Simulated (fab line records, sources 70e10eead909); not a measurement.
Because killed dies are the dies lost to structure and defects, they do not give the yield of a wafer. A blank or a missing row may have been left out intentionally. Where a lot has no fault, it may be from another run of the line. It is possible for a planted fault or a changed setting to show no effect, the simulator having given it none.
Matching of chambers | flow nand harc | NHARC_A_STAIRCASE_DEP_322 on pecvd-01 has 3 sister chambers
The step deposits SiO2, target thk 7200 nm. 6 wafers are shown with their chamber, then 7 later ones without.

## WAFERS WITH THEIR CHAMBER
wafer  | chamber | heater power w (W) | heater power outer w (W)
L075.2 | 0       | 707                | 428
L080.3 | 0       | 833                | 507
L082.3 | 1       | 633                | 422
L082.5 | 2       | 686                | 355
L084.1 | 2       | 760                | 390
L084.2 | 1       | 667                | 427

## WAFERS WITH NO CHAMBER GIVEN
wafer  | heater power w (W) | heater power outer w (W)
L084.3 | 694                | 404
L087.2 | 671                | 439
L087.5 | 679                | 384
L087.6 | 565                | 381
L094.1 | 739                | 453
L094.3 | 639                | 421
L094.4 | 693                | 345

## WHICH CHAMBER EACH WENT THROUGH
wafer  | from the rows above          | in truth
L084.3 | can't be placed: 1 or 2 or 0 | 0
L087.2 | can't be placed: 1 or 0 or 2 | 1
L087.5 | can't be placed: 2 or 1      | 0
L087.6 | can't be placed: 1 or 2      | 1
L094.1 | can't be placed: 0 or 1 or 2 | 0
L094.3 | can't be placed: 1 or 2      | 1
L094.4 | can't be placed: 2 or 1      | 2
Placed correctly: 0 of 7. From these rows, 7 cannot be placed; in 6 the true chamber is one of the candidates. Placed wrongly: 0.
How it was worked out, from the rows above alone: a wafer's distance from a chamber is the root of the sum, over the readings, of the square of ((its reading less the chamber's mean) divided by the reading's scatter). The wafer belongs to the nearest chamber; if the next one is less than 2 further off, it can't be placed. For every chamber, the mean is computed from those of its wafers that are shown. The scatter: take each reading less its chamber's mean, square it, sum over the shown wafers, divide by the number of wafers less the number of chambers, and take the root.
